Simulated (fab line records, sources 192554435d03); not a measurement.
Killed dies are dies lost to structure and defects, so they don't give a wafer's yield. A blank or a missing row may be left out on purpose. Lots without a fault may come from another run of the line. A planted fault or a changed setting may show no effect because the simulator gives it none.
fab line records | flow n5_finfet
record lots=7 wafers=39
route steps=1938 shown ZERO_LAYER@4 FIN_SAQP@138 SD_EPI_N@278 HKMG_FIN@397
start_h: hours from the record's first day to the start of the lot's first wafer shown | wait_h: hours since the lot's step before | " the same as in the row above | L1.1+2: a row that stands for several wafers | - no value, or no start given | * or withheld: withheld | < > ~ a bound
route shown NAME@n: a module of which the file shows steps, and the number in the route of the first | usual: mean/standard deviation of fault-free wafers | same: alike in all rows | chamber/n: place in a boat | sites: the reading at each site | _std_site: their standard deviation | _edge_site: outer sites' mean less inner sites' | radius_mm: how far each site lies from the wafer's centre | mask NAME#n: copy n | behind: the tool/chamber that last shaped the wafer | hold: why the lot was held/for how many hours/how that ended | device: the transistor (n, p or np) that didn't switch | end of line: the same wafers' tests at the end of the route | a step without rows: its recipe alone | killed: dies lost to structure and defects at the first sort, not the wafer's yield | map: a wafer's dies, x killed, . not, _ none there
set.NAME: the setting as run; set.NAME@STEP: as run at that earlier step | model.NAME: the simulator's own value behind a step, which no gauge read
lots whose settings were changed on purpose; a table a step, a row a wafer
## steps
# step N5_ZERO_LAYER_PECVD_02
# recipe material=SiO2 target_thk_a=100 temp_c=400 precursor=SiH4/N2O pressure_torr=0.75 rf_w=275 time_s=6
# columns lot.wafer tool chamber start_h wait_h set.time_s model.SiO2_of_ZERO_LAYER_PECVD_02.thk_nm
L077.1 pecvd-02 1 30.28 0.0 6 9.892
L077.2 " 2 " " 6 9.926
L077.3 " 0 " " 6 10.05
L077.4 " 1 " " 6 10.16
L077.5 " 2 " " 6 10.07
L077.6 " 0 " " 6 10.1
L080.3 pecvd-02 1 48.29 0.0 6 9.88
L080.4 " 0 " " 6 10.34
L080.5 " 1 " " 6 10.12
L082.1 pecvd-04 0 60.28 0.0 9.473 15.82
L082.2 " 2 " " 6 10.05
L082.3 " 1 " " 9.473 15.75
L082.4 " 2 " " 6 10.32
L082.5 " 1 " " 9.473 15.98
L082.6 " 0 " " 6 10.12
L083.1 pecvd-01 1 66.28 0.0 3.074 4.956
L083.2 " 2 " " 3.074 5.144
L083.3 " 0 " " 6 9.837
L083.4 " 1 " " 6 10.03
L083.5 " 2 " " 6 10.14
L083.6 " 0 " " 3.074 4.877
L084.1 pecvd-01 2 72.28 0.0 6 10.08
L084.2 " 0 " " 6 9.955
L084.3 " 1 " " 6 10.06
L084.4 " 0 " " 6 10.16
L084.5+6 " 1,2 " " 6 10.25
L085.1 pecvd-01 1 78.28 0.0 7.6 12.79
L085.2 " 2 " " 7.6 12.77
L085.3 " 0 " " 6 9.988
L085.4 " 1 " " 6 10.18
L085.5 " 2 " " 7.6 12.91
L085.6 " 0 " " 6 10.23
L097.1 pecvd-02 2 150.28 0.0 2.428 3.919
L097.2 " 1 " " 6 9.842
L097.3 " 0 " " 2.428 4.143
L097.4 " 2 " " 6 10.16
L097.5 " 0 " " 6 10.03
L097.6 " 1 " " 2.428 4.012
# step N5_FIN_SAQP_SPACER2_ALD_28
# recipe material=SiO2 target_thk_a=81 temp_c=300 ald_precursor_family=BDEAS ald_co_reactant=O2-plasma pulse_time_s=1 purge_time_s=2 co_reactant_purge_time_s=2 pressure_torr=2
# columns lot.wafer tool chamber start_h wait_h set.target_thk_a model.SiO2_of_FIN_SAQP_SPACER2_ALD_28.thk_nm
L077.1+2+4 ald_sin-02 3,1,0 45.01 0.5 106.1 10.6
L077.3+5 " 2 " " 81 8.2
L077.6 " 3 " " 81 8
L080.3+5 ald_sin-03 1,3 66.04 0.7 81 8
L080.4 " 3 " " 81 8.2
L082.1+5+6 ald_sin-01 0,2,3 73.79 0.1 81 8
L082.2+4 " 2,3 " " 126.8 12.6
L082.3 " 1 " " 126.8 12.8
L083.1+6 ald_sin-02 2,1 79.72 0.1 81 8.2
L083.2+3+4+5 " 0,1,0,2 " " 81 8
L084.1+2+3 ald_sin-01 2,0,3 85.54 0.1 81 8
L084.4+5+6 " 1,2,1 " " 112.1 11.2
L085.1 ald_sin-03 3 91.19 0.1 81 8
L085.2 " 2 " " 68.79 6.8
L085.3+6 " 1,2 " " 81 8.2
L085.4+5 " 0,1 " " 68.79 7
L097.1+4+6 ald_sin-01 3,1,0 167.66 1.4 42.87 4.2
L097.2+3+5 " 0,2,3 " " 81 8
# step N5_FIN_SAQP_SPACER2_ETCHBACK_29
# recipe chemistry=CHF3/O2 mode=anisotropic_etchback target=SiO2 target_depth_a=122 time_s=6.1 pressure_mtorr=30 source_w=650 bias_w=170 Ar_flow_sccm=200 CHF3_flow_sccm=50 O2_flow_sccm=5 ion_energy_ev=200
# step N5_FIN_SAQP_MANDREL2_REMOVE_60
# recipe chemistry=HBr/Cl2/O2 bt_time_s=10 target=a-Si stop_on=SiNx endpoint=OES-SiCl over_etch_frac=1 icp_w=600 bias_w=22 HBr_flow_sccm=150 Cl2_flow_sccm=80 O2_flow_sccm=5 pressure_mtorr=10
# columns lot.wafer tool chamber start_h wait_h set.target_thk_a@FIN_SAQP_SPACER2_ALD_28 model.FIN_SAQP.cd_nm
L077.1+2+4 rie_si-06 1,3,0 45.42 0.1 106.1 10.6
L077.3+5 " 2,3 " " 81 8.2
L077.6 " 2 " " 81 8
L080.3+5 rie_si-06 2,3 66.49 0.1 81 8.2
L080.4 " 2 " " 81 8
L082.1+5+6 rie_si-06 0,3,0 74.24 0.1 81 8.2
L082.2+4 " 3,2 " " 126.8 12.8
L082.3 " 1 " " 126.8 12.6
L083.1+3+5 rie_si-06 1,2,1 80.28 0.1 81 8
L083.2+4+6 " 3,0,0 " " 81 8.2
L084.1+2+3 rie_si-06 0,1,2 85.97 0.1 81 8
L084.4 " 3 " " 112.1 11.2
L084.5+6 " 1,2 " " 112.1 11
L085.1+6 rie_si-06 0,2 91.73 0.1 81 8.2
L085.2+4+5 " 3,0,3 " " 68.79 7
L085.3 " 2 " " 81 8
L097.1+4+6 rie_si-02 1,2,1 168.21 0.1 42.87 4.2
L097.2+5 " 3,0 " " 81 8
L097.3 " 0 " " 81 8.2
# step N5_FIN_SAQP_CD_MEAS_31
# recipe target_cd_nm=8 landing_energy_ev=1000 detector=se_inlens polarity=line
# usual cd_nm=8.09/0.21
# columns lot.wafer tool chamber start_h wait_h set.target_thk_a@FIN_SAQP_SPACER2_ALD_28 cd_nm
L077.1 cd_sem-01 0 45.53 0.1 106.1 10.80
L077.2 " 0 " " 106.1 10.65
L077.3 " 0 " " 81 8.03
L077.4 " 0 " " 106.1 10.94
L077.5 " 0 " " 81 8.25
L077.6 " 0 " " 81 8.27
L080.3 cd_sem-01 0 66.61 0.1 81 8.16
L080.4 " 0 " " 81 7.96
L080.5 " 0 " " 81 8.51
L082.1 cd_sem-01 0 74.35 0.1 81 8.26
L082.2 " 0 " " 126.8 12.63
L082.3 " 0 " " 126.8 12.63
L082.4 " 0 " " 126.8 12.39
L082.5 " 0 " " 81 8.24
L082.6 " 0 " " 81 8.17
L083.1 cd_sem-03 0 80.39 0.1 81 8.22
L083.2 " 0 " " 81 8.07
L083.3 " 0 " " 81 8.03
L083.4 " 0 " " 81 8.06
L083.5 " 0 " " 81 8.31
L083.6 " 0 " " 81 7.78
L084.1 cd_sem-01 0 86.07 0.1 81 8.10
L084.2 " 0 " " 81 7.92
L084.3 " 0 " " 81 7.83
L084.4 " 0 " " 112.1 10.96
L084.5 " 0 " " 112.1 11.09
L084.6 " 0 " " 112.1 11.25
L085.1 cd_sem-01 0 91.84 0.1 81 8.16
L085.2 " 0 " " 68.79 7.12
L085.3 " 0 " " 81 8.13
L085.4 " 0 " " 68.79 7.00
L085.5 " 0 " " 68.79 6.99
L085.6 " 0 " " 81 7.67
L097.1 cd_sem-03 0 168.32 0.1 42.87 4.40
L097.2 " 0 " " 81 7.46
L097.3 " 0 " " 81 8.01
L097.4 " 0 " " 42.87 4.18
L097.5 " 0 " " 81 8.01
L097.6 " 0 " " 42.87 4.27
# step N5_FIN_SAQP_HM_OPEN_33
# recipe chemistry=CH3F/O2 target=SiNx mask_material=SiO2 target_depth_a=494 time_s=70.6 pressure_mtorr=30 source_w=395 bias_w=73 Ar_flow_sccm=150 CH3F_flow_sccm=30 O2_flow_sccm=20 ion_energy_ev=120 ends=cleared
# step N5_FIN_SAQP_ETCH_34
# recipe chemistry=C4F6/O2 target=SiO2 target_depth_a=450 time_s=15 ion_energy_ev=250 pressure_mtorr=30 source_w=345 bias_w=185 Ar_flow_sccm=300 C4F6_flow_sccm=10 O2_flow_sccm=10 ends=cleared
# step N5_FIN_SAQP_STRIP_77
# recipe chemistry=N2/H2 time_s=90 power_w=100 temp_c=40 pressure_mtorr=100 rf_frequency_hz=6e+07 bias_power_w=3 n2_flow_sccm=300 h2_flow_sccm=300
# step N5_FIN_SAQP_HM_CD_35
# recipe target_cd_nm=8 polarity=line
# usual cd_nm=8.09/0.2
# columns lot.wafer tool chamber start_h wait_h set.target_thk_a@FIN_SAQP_SPACER2_ALD_28 cd_nm
L077.1 cd_sem-03 - 45.91 0.1 106.1 10.70
L077.2 " - " " 106.1 10.80
L077.3 " - " " 81 8.10
L077.4 " - " " 106.1 10.71
L077.5 " - " " 81 8.34
L077.6 " - " " 81 7.89
L080.3 cd_sem-02 - 66.88 0.1 81 8.29
L080.4 " - " " 81 8.18
L080.5 " - " " 81 8.45
L082.1 cd_sem-01 - 74.64 0.1 81 8.20
L082.2 " - " " 126.8 12.82
L082.3 " - " " 126.8 12.39
L082.4 " - " " 126.8 12.64
L082.5 " - " " 81 8.10
L082.6 " - " " 81 7.87
L083.1 cd_sem-01 - 80.73 0.1 81 8.02
L083.2 " - " " 81 8.42
L083.3 " - " " 81 8.18
L083.4 " - " " 81 7.91
L083.5 " - " " 81 7.96
L083.6 " - " " 81 8.17
L084.1 cd_sem-03 - 86.36 0.1 81 7.86
L084.2 " - " " 81 7.89
L084.3 " - " " 81 7.87
L084.4 " - " " 112.1 11.33
L084.5 " - " " 112.1 11.19
L084.6 " - " " 112.1 11.18
L085.1 cd_sem-01 - 92.15 0.1 81 8.24
L085.2 " - " " 68.79 7.08
L085.3 " - " " 81 8.00
L085.4 " - " " 68.79 6.62
L085.5 " - " " 68.79 7.09
L085.6 " - " " 81 7.97
L097.1 cd_sem-01 - 168.59 0.1 42.87 4.43
L097.2 " - " " 81 8.18
L097.3 " - " " 81 8.32
L097.4 " - " " 42.87 4.06
L097.5 " - " " 81 7.85
L097.6 " - " " 42.87 4.45
# step N5_FIN_SAQP_ETCH_64
# recipe chemistry=CF4 target=SiO2 target_depth_a=15 ion_energy_ev=350 pressure_mtorr=10 icp_w=800 bias_w=400 cf4_flow_sccm=80
# step N5_FIN_SAQP_FIN_ETCH_36
# recipe chemistry=HBr/Cl2/O2 target_depth_a=1200 mask_material=SiNx time_s=50.4 bias_w=102 pressure_mtorr=10 icp_w=800 HBr_flow_sccm=150 Cl2_flow_sccm=80 O2_flow_sccm=12
# columns lot.wafer tool chamber start_h wait_h set.target_thk_a@FIN_SAQP_SPACER2_ALD_28 model.FIN_SAQP.cd_nm
L077.1 rie_si-01 1 45.98 0.0 106.1 10.4
L077.2 " 0 " " 106.1 10.8
L077.3+6 " 2,1 " " 81 8
L077.4 " 3 " " 106.1 10.6
L077.5 " 0 " " 81 8.2
L080.3+4 rie_si-02 0,3 66.94 0.0 81 8
L080.5 " 3 " " 81 8.2
L082.1+5 rie_si-02 1 74.71 0.0 81 8.2
L082.2+4 " 2,0 " " 126.8 12.8
L082.3 " 3 " " 126.8 12.6
L082.6 " 0 " " 81 8
L083.1+3+5+6 rie_si-01 3,1,2,1 80.80 0.0 81 8
L083.2+4 " 2,0 " " 81 8.2
L084.1+3 rie_si-01 1,0 86.43 0.0 81 8
L084.2 " 2 " " 81 7.6
L084.4 " 3 " " 112.1 11.2
L084.5 " 3 " " 112.1 10.8
L084.6 " 0 " " 112.1 11
L085.1 rie_si-01 0 92.22 0.0 81 8.2
L085.2+5 " 3,0 " " 68.79 7
L085.3+6 " 2,1 " " 81 8
L085.4 " 1 " " 68.79 6.8
L097.1 rie_si-01 3 168.66 0.0 42.87 4
L097.2 " 1 " " 81 8
L097.3 " 0 " " 81 8.2
L097.4+6 " 2,3 " " 42.87 4.2
L097.5 " 2 " " 81 7.8
# step N5_FIN_SAQP_CD_MEAS_37
# recipe target_cd_nm=8 polarity=line
# usual cd_nm=8.07/0.26
# columns lot.wafer tool chamber start_h wait_h set.target_thk_a@FIN_SAQP_SPACER2_ALD_28 cd_nm
L077.1 cd_sem-02 - 46.10 0.1 106.1 9.98
L077.2 " - " " 106.1 11.13
L077.3 " - " " 81 7.76
L077.4 " - " " 106.1 10.74
L077.5 " - " " 81 7.79
L077.6 " - " " 81 7.77
L080.3 cd_sem-02 - 67.06 0.1 81 7.81
L080.4 " - " " 81 8.02
L080.5 " - " " 81 8.12
L082.1 cd_sem-03 - 74.83 0.1 81 7.95
L082.2 " - " " 126.8 12.56
L082.3 " - " " 126.8 12.54
L082.4 " - " " 126.8 12.72
L082.5 " - " " 81 8.52
L082.6 " - " " 81 8.49
L083.1 cd_sem-03 - 80.92 0.1 81 7.91
L083.2 " - " " 81 8.17
L083.3 " - " " 81 8.14
L083.4 " - " " 81 8.01
L083.5 " - " " 81 7.75
L083.6 " - " " 81 8.01
L084.1 cd_sem-03 - 86.55 0.1 81 8.15
L084.2 " - " " 81 7.59
L084.3 " - " " 81 8.09
L084.4 " - " " 112.1 11.49
L084.5 " - " " 112.1 10.61
L084.6 " - " " 112.1 10.70
L085.1 cd_sem-01 - 92.34 0.1 81 7.88
L085.2 " - " " 68.79 6.93
L085.3 " - " " 81 8.00
L085.4 " - " " 68.79 6.61
L085.5 " - " " 68.79 7.18
L085.6 " - " " 81 8.07
L097.1 cd_sem-01 - 168.78 0.1 42.87 4.67
L097.2 " - " " 81 7.80
L097.3 " - " " 81 7.81
L097.4 " - " " 42.87 4.34
L097.5 " - " " 81 8.05
L097.6 " - " " 42.87 4.19
# step N5_SD_EPI_N_ETCH_45
# recipe chemistry=CH3F/O2 target=SiOCN target_depth_a=60 mask_material=SOC ion_energy_ev=60 bias_w=29 pressure_mtorr=15 source_w=410 Ar_flow_sccm=150 CH3F_flow_sccm=30 O2_flow_sccm=20
# columns lot.wafer tool chamber start_h wait_h set.target_depth_a model.etch.depth_nm
L077.1 rie_diel-02 2 69.08 0.1 31.21 3.11
L077.2 " 1 " " 60 6.048
L077.3 " 3 " " 31.21 3.065
L077.4 " 0 " " 31.21 3.126
L077.5 " 1 " " 60 6.022
L077.6 " 0 " " 60 5.993
L080.3 rie_diel-01 1 89.24 0.1 60 6.088
L080.4 " 2 " " 60 6.151
L080.5 " 1 " " 60 6.094
L082.1 rie_diel-01 1 96.88 0.1 60 6.011
L082.2 " 3 " " 60 6.049
L082.3 " 2 " " 60 6.109
L082.4 " 0 " " 60 6.141
L082.5 " 1 " " 60 6.07
L082.6 " 0 " " 60 6.073
L083.1 rie_diel-02 2 103.84 0.1 60 5.987
L083.2 " 1 " " 44.79 4.567
L083.3 " 3 " " 60 5.953
L083.4 " 0 " " 60 6.059
L083.5 " 0 " " 44.79 4.541
L083.6 " 1 " " 44.79 4.54
L084.1 rie_diel-04 1 110.35 0.1 72.31 7.394
L084.2 " 2 " " 60 6.076
L084.3 " 3 " " 72.31 7.329
L084.4 " 0 " " 60 5.971
L084.5 " 3 " " 72.31 7.321
L084.6 " 0 " " 60 5.96
L085.1 rie_diel-02 2 114.06 0.1 60 5.908
L085.2 " 3 " " 60 5.929
L085.3 " 1 " " 60 6.043
L085.4 " 1 " " 60 6.047
L085.5 " 2 " " 60 5.928
L085.6 " 3 " " 60 5.893
L097.1 rie_diel-01 2 192.07 0.1 60 6.083
L097.2 " 3 " " 60 6.044
L097.3 " 1 " " 60 6.012
L097.4 " 3 " " 60 6.032
L097.5 " 2 " " 60 6.074
L097.6 " 1 " " 60 5.999
# step N5_HKMG_FIN_DEVELOP_48
# recipe develop_time_s=30 developer=TMAH resist=CAR-ArF rinse_liquid=diw dry=air_spin dev_temp_c=23
# columns lot.wafer tool chamber start_h wait_h set.develop_time_s
L077.1+2+5 litho_track-03 0 - - 30
L077.3+4+6 " 0 " " 15.5
L080.3+4+5 litho_track-02 0 - - 30
L082.1+2+6 litho_track-01 0 - - 34.83
L082.3+4+5 " 0 " " 30
L083.1+4+5 litho_track-01 0 - - 30
L083.2+3+6 " 0 " " 21.73
L084.1+2+3+4+5+6 litho_track-01 0 - - 30
L085.1+2+6 litho_track-02 0 - - 30
L085.3+4+5 " 0 " " 22.49
L097.1+2+3+4+5+6 litho_track-01 0 - - 30
# step N5_HKMG_FIN_CD_MEAS_49
# recipe target_cd_nm=202 landing_energy_ev=500 detector=se_inlens polarity=opening
# usual cd_nm=202.0/0.51
# columns lot.wafer tool chamber start_h wait_h set.develop_time_s@HKMG_FIN_DEVELOP_48 cd_nm
L077.1 cd_sem-01 0 91.06 - 30 201.1
L077.2 " 0 " " 30 200.8
L077.3 " 0 " " 15.5 198.6
L077.4 " 0 " " 15.5 198.3
L077.5 " 0 " " 30 201.9
L077.6 " 0 " " 15.5 198.0
L080.3 cd_sem-01 0 113.63 - 30 202.4
L080.4 " 0 " " 30 201.7
L080.5 " 0 " " 30 202.9
L082.1 cd_sem-03 0 118.10 - 34.83 203.0
L082.2 " 0 " " 34.83 202.6
L082.3 " 0 " " 30 202.7
L082.4 " 0 " " 30 202.3
L082.5 " 0 " " 30 202.3
L082.6 " 0 " " 34.83 203.1
L083.1 cd_sem-01 0 125.77 - 30 202.2
L083.2 " 0 " " 21.73 200.6
L083.3 " 0 " " 21.73 200.7
L083.4 " 0 " " 30 201.6
L083.5 " 0 " " 30 201.7
L083.6 " 0 " " 21.73 200.1
L084.1 cd_sem-03 0 133.07 - 30 202.6
L084.2 " 0 " " 30 202.3
L084.3 " 0 " " 30 203.1
L084.4 " 0 " " 30 202.0
L084.5 " 0 " " 30 202.3
L084.6 " 0 " " 30 202.7
L085.1 cd_sem-03 0 134.77 - 30 202.5
L085.2 " 0 " " 30 202.1
L085.3 " 0 " " 22.49 200.9
L085.4 " 0 " " 22.49 200.6
L085.5 " 0 " " 22.49 200.9
L085.6 " 0 " " 30 202.3
L097.1 cd_sem-01 0 213.32 - 30 202.4
L097.2 " 0 " " 30 202.0
L097.3 " 0 " " 30 202.6
L097.4 " 0 " " 30 202.3
L097.5 " 0 " " 30 201.3
L097.6 " 0 " " 30 201.7
# step N5_HKMG_FIN_DESCUM_53
# recipe chemistry=O2 time_s=7.9 source_power_w=50 bias_power_w=20 pressure_mtorr=20 rf_frequency_hz=2.712e+07 temp_c=40 resist=CAR-ArF o2_flow_sccm=225
# step N5_HKMG_FIN_ETCH_54
# recipe chemistry=CF4 target=SiARC target_depth_a=455 mask_material=CAR-ArF time_s=75.8 ion_energy_ev=80 pressure_mtorr=40 source_w=545 bias_w=36 Ar_flow_sccm=100 cf4_flow_sccm=100 ends=cleared
# columns lot.wafer tool chamber start_h wait_h set.develop_time_s@HKMG_FIN_DEVELOP_48 model.HKMG_FIN.cd_offset_nm
L077.1 rie_diel-01 0 91.18 0.0 30 -1
L077.2 " 1 " " 30 -0.8
L077.3 " 2 " " 15.5 -3.6
L077.4 " 3 " " 15.5 -3.8
L077.5 " 3 " " 30 -0.2
L077.6 " 2 " " 15.5 -4.6
L080.3+5 rie_diel-01 1,3 113.95 0.0 30 0.6
L080.4 " 2 " " 30 -0.4
L082.1+2 rie_diel-01 3,2 118.25 0.0 34.83 1.2
L082.3 " 0 " " 30 0.4
L082.4 " 1 " " 30 1.2
L082.5 " 0 " " 30 0.2
L082.6 " 1 " " 34.83 0.6
L083.1 rie_diel-02 3 125.92 0.0 30 0.2
L083.2 " 0 " " 21.73 -0.8
L083.3 " 2 " " 21.73 -1.8
L083.4 " 1 " " 30 -0.4
L083.5 " 2 " " 30 -0.6
L083.6 " 3 " " 21.73 -2
L084.1 rie_diel-02 0 133.19 0.0 30 0.8
L084.2 " 1 " " 30 0.6
L084.3+4+6 " 3,2,1 " " 30 0.2
L084.5 " 0 " " 30 0.4
L085.1 rie_diel-02 2 134.89 0.0 30 0.4
L085.2 " 1 " " 30 0
L085.3+5 " 0,2 " " 22.49 -1
L085.4 " 3 " " 22.49 -2
L085.6 " 3 " " 30 -0.2
L097.1 rie_diel-01 2 213.44 0.0 30 0
L097.2+4 " 0,3 " " 30 -0.2
L097.3 " 1 " " 30 0.4
L097.5 " 3 " " 30 -0.6
L097.6 " 2 " " 30 -0.4
# step N5_HKMG_FIN_ETCH_55
# recipe chemistry=N2/H2 target=SOC target_depth_a=2400 temp_c=40 time_s=300 ion_energy_ev=200 mask_material=SiARC pressure_mtorr=30 source_w=840 bias_w=150 n2_flow_sccm=200 h2_flow_sccm=200
# columns lot.wafer tool chamber start_h wait_h set.develop_time_s@HKMG_FIN_DEVELOP_48 model.HKMG_FIN.cd_offset_nm
L077.1 rie_diel-01 0 91.24 0.0 30 -1
L077.2 " 1 " " 30 -0.2
L077.3 " 2 " " 15.5 -3.6
L077.4 " 3 " " 15.5 -3.8
L077.5 " 3 " " 30 0
L077.6 " 2 " " 15.5 -4.4
L080.3+5 rie_diel-01 1,3 114.00 0.0 30 0.4
L080.4 " 2 " " 30 -0.6
L082.1 rie_diel-01 3 118.31 0.0 34.83 1.2
L082.2+6 " 2,1 " " 34.83 0.6
L082.3 " 0 " " 30 0.2
L082.4 " 1 " " 30 1
L082.5 " 0 " " 30 0
L083.1 rie_diel-02 3 125.98 0.0 30 -0.4
L083.2 " 0 " " 21.73 -1.2
L083.3 " 2 " " 21.73 -2
L083.4 " 1 " " 30 -1
L083.5 " 2 " " 30 -0.6
L083.6 " 3 " " 21.73 -2.4
L084.1 rie_diel-02 0 133.25 0.0 30 0.6
L084.2+4 " 1,2 " " 30 0.4
L084.3 " 3 " " 30 0.2
L084.5 " 0 " " 30 0.8
L084.6 " 1 " " 30 0
L085.1 rie_diel-02 2 134.95 0.0 30 0.6
L085.2 " 1 " " 30 0
L085.3 " 0 " " 22.49 -1.2
L085.4 " 3 " " 22.49 -2
L085.5 " 2 " " 22.49 -0.4
L085.6 " 3 " " 30 -0.2
L097.1 rie_diel-01 2 213.50 0.0 30 0.2
L097.2 " 0 " " 30 -0.2
L097.3 " 1 " " 30 0.8
L097.4+5 " 3 " " 30 -0.4
L097.6 " 2 " " 30 -0.6
## key
split step=N5_ZERO_LAYER_PECVD_02 setting=time_s stated=6 by=wafer
response step=N5_ZERO_LAYER_PECVD_02 reading=model.SiO2_of_ZERO_LAYER_PECVD_02.thk_nm change=+0.1 per=1% r=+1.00
split step=N5_FIN_SAQP_SPACER2_ALD_28 setting=target_thk_a stated=81 by=wafer
response step=N5_FIN_SAQP_SPACER2_ALD_28 reading=model.SiO2_of_FIN_SAQP_SPACER2_ALD_28.thk_nm change=+0.0818 per=1% r=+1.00
response step=N5_FIN_SAQP_MANDREL2_REMOVE_60 reading=model.FIN_SAQP.cd_nm change=+0.0805 per=1% r=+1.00
response step=N5_FIN_SAQP_CD_MEAS_31 reading=cd_nm change=+0.0777 per=1% r=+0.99
response step=N5_FIN_SAQP_HM_CD_35 reading=cd_nm change=+0.0823 per=1% r=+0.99
response step=N5_FIN_SAQP_FIN_ETCH_36 reading=model.FIN_SAQP.cd_nm change=+0.0815 per=1% r=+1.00
response step=N5_FIN_SAQP_CD_MEAS_37 reading=cd_nm change=+0.0775 per=1% r=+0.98
split step=N5_SD_EPI_N_ETCH_45 setting=target_depth_a stated=60 by=wafer
response step=N5_SD_EPI_N_ETCH_45 reading=model.etch.depth_nm change=+0.0608 per=1% r=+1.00
split step=N5_HKMG_FIN_DEVELOP_48 setting=develop_time_s stated=30 by=wafer
response step=N5_HKMG_FIN_CD_MEAS_49 reading=cd_nm change=+0.0564 per=1% r=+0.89
response step=N5_HKMG_FIN_ETCH_54 reading=model.HKMG_FIN.cd_offset_nm change=+0.0596 per=1% r=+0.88
response step=N5_HKMG_FIN_ETCH_55 reading=model.HKMG_FIN.cd_offset_nm change=+0.0612 per=1% r=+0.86
